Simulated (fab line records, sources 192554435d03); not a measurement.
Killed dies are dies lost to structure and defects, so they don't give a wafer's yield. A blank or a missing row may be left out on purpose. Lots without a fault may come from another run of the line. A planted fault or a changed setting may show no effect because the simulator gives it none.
Which tool did it? | flow n5_finfet | 11 lots, 33 wafers sampled, at 1 step of a route of 1938

WHAT THE GAUGES READ, wafer by wafer
N5_ZERO_LAYER_CD_MEAS_11: target cd 2000 nm.
lot  | measured    | on        | cd_nm (nm)
L199 | day 2 00:38 | cd_sem-02 | 1998.6 2001.8 2001.6
L200 | day 2 06:38 | cd_sem-03 | 1998.9 1998.0 1998.4
L202 | day 2 18:47 | cd_sem-01 | 1999.4 1997.1 1997.6
L205 | day 3 13:10 | cd_sem-02 | 2000.5 1995.7 1996.7
L206 | day 3 19:59 | cd_sem-03 | 1999.6 2000.8 1999.3
L207 | day 4 00:38 | cd_sem-01 | 2002.0 2004.4 2000.7
L208 | day 4 06:48 | cd_sem-02 | 2003.1 2001.8 1999.5
L216 | day 6 06:38 | cd_sem-02 | 2000.2 2000.3 2000.3
L217 | day 6 12:46 | cd_sem-03 | 1998.5 1999.1 1998.3
L218 | day 6 18:46 | cd_sem-03 | 1997.5 1993.7 1996.4
L220 | day 7 06:47 | cd_sem-03 | 2000.7 1999.6 1999.4

WHICH TOOL RAN EACH LOT (tool, then ch and the chambers of the sampled wafers, then the start)
The record holds no process step before these readings.

THE ANSWER, worked out from the rows above alone
Rule: what is usual is taken from the lots themselves. Put in order of their means at a reading, lots are off if they are a third of the lots or fewer, leave a main group of 4 or more, and stand apart from it by a gap of 3 or more times the standard deviation of the main group's means; of several such gaps the widest counts. A main group whose means are all the same, to the digits that the tables above print for the reading, isn't used. A lot without any number at a reading at which 4 lots or more have one is off too. The other lots that the step has rows for count as sound.
No lot is off at any reading shown: from this, nothing can be told.

WHAT THE SIMULATOR HAD PUT IN
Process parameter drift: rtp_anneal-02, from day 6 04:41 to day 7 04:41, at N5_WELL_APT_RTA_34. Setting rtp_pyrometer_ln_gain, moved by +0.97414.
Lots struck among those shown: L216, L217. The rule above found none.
